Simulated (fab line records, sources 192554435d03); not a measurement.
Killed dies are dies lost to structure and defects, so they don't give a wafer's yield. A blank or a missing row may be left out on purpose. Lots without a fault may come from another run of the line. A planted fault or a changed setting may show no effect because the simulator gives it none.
Split-lot experiment | flow n5_finfet | 7 lots, 21 wafers read, on a route of 1938 steps

THE SPLIT
At N5_BEOL_M1_COAT_22 (resist thk 30 nm), the setting spin_rpm was moved away from the recipe's 1500 rpm on 11 of the 21 wafers read, by -9.4% to +8.7%. The other wafers ran this setting at the recipe's value.

FROM THE SPLIT TO THE READING: what the file shows between them, 2 steps
- N5_BEOL_M1_EBR_24
- N5_BEOL_M1_SOFTBAKE_23: time 60 s

THE READING
CAR-EUV_of_BEOL_M1_COAT_22.thk_nm (the simulator's own value, which no gauge read), in nm, at N5_BEOL_M1_DESCUM_33 (chemistry O2, time 7 s). The file gives no usual value for it. The 10 wafers here that ran the recipe average 26.1 nm, standard deviation 0.1 nm.

wafer  | tool, chamber at the split | spin_rpm as run, rpm | against the recipe | CAR-EUV_of_BEOL_M1_COAT_22.thk_nm, nm | against lot-mates on the recipe
L076.1 | litho_track-03, 0          | 1500                 | recipe             | 26.2                                  | -
L076.4 | litho_track-03, 0          | 1359                 | -9.4%              | 27.6                                  | +1.4
L076.5 | litho_track-03, 0          | 1359                 | -9.4%              | 27.8                                  | +1.6
L079.3 | litho_track-02, 0          | 1500                 | recipe             | 26                                    | -
L079.4 | litho_track-02, 0          | 1500                 | recipe             | 26.2                                  | -
L079.6 | litho_track-02, 0          | 1414                 | -5.7%              | 27                                    | +0.9
L080.4 | litho_track-02, 0          | 1500                 | recipe             | 26                                    | -
L080.5 | litho_track-02, 0          | 1500                 | recipe             | 26                                    | -
L080.6 | litho_track-02, 0          | 1500                 | recipe             | 26                                    | -
L084.1 | litho_track-01, 0          | 1500                 | recipe             | 26.2                                  | -
L084.5 | litho_track-01, 0          | 1500                 | recipe             | 26.2                                  | -
L084.4 | litho_track-01, 0          | 1630                 | +8.7%              | 24.8                                  | -1.4
L090.1 | litho_track-01, 0          | 1582                 | +5.5%              | 25.2                                  | -0.8
L090.2 | litho_track-01, 0          | 1582                 | +5.5%              | 25.2                                  | -0.8
L090.4 | litho_track-01, 0          | 1500                 | recipe             | 26                                    | -
L095.1 | litho_track-03, 0          | 1593                 | +6.2%              | 25.2                                  | no lot-mate on the recipe
L095.2 | litho_track-03, 0          | 1593                 | +6.2%              | 25.2                                  | no lot-mate on the recipe
L095.4 | litho_track-03, 0          | 1593                 | +6.2%              | 25.2                                  | no lot-mate on the recipe
L097.1 | litho_track-02, 0          | 1583                 | +5.5%              | 25.4                                  | -0.8
L097.6 | litho_track-02, 0          | 1583                 | +5.5%              | 25.4                                  | -0.8
L097.5 | litho_track-02, 0          | 1500                 | recipe             | 26.2                                  | -

THE FIT
A straight line over all 21 wafers: CAR-EUV_of_BEOL_M1_COAT_22.thk_nm changes by -0.157 nm for each +1% of spin_rpm; r = -0.99; the points scatter about the line by 0.1 nm.
The same after taking each lot's own level away (the mean of its wafers on the recipe; 18 wafers): -0.156 nm for each +1%; r = -1.00; scatter 0.058 nm.
On that fit, the largest move of spin_rpm shifts the reading by 1.5 nm.
The lots' own levels span 26.00 to 26.20 nm, that is 2.0 times the standard deviation above.
So the lot-to-lot level changes the slope little: the two slopes agree.
Check: with one of the wafers moved furthest among these (-9.4%) left out of the fit, the line predicts +1.51 nm for it against its lot-mates. It came out at +1.4 nm against them.

OTHER SPLITS ON THESE WAFERS
These wafers also went through other splits before the reading. Each is held against what the fit with the lots' levels taken away leaves over:
other split on the same wafers            | wafers away from the commonest value | r with CAR-EUV_of_BEOL_M1_COAT_22.thk_nm (lot level and that fit taken away)
N5_MOL_CONTACT_COAG_COAT_63 spin_rpm      | 5                                    | -0.18
N5_BEOL_M0_SAQP_COAT_105 spin_rpm         | 7                                    | -0.43
N5_BEOL_M0_SAQP_COAT_34 spin_rpm          | 4                                    | +0.30
N5_BEOL_M0_TRENCH_ETCH_107 target_depth_a | 7                                    | -0.21
N5_BEOL_M1_ETCH_64 time_s                 | 5                                    | -0.11

THE WHOLE CHAIN: every reading that the file lists as answering this split, in the file's order
step                 | what it does           | reading                                                                            | change (the file's fit)               | r (the file's)
N5_BEOL_M1_COAT_22   | resist thk 30 nm       | CAR-EUV_of_BEOL_M1_COAT_22.thk_nm (the simulator's own value, which no gauge read) | -0.151 nm for each +1% of the setting | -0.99
N5_BEOL_M1_DESCUM_33 | chemistry O2, time 7 s | CAR-EUV_of_BEOL_M1_COAT_22.thk_nm (the simulator's own value, which no gauge read) | -0.156 nm for each +1% of the setting | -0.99

THE FILE'S OWN FIT
CAR-EUV_of_BEOL_M1_COAT_22.thk_nm changes by -0.156 nm for each +1% of spin_rpm, r = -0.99.
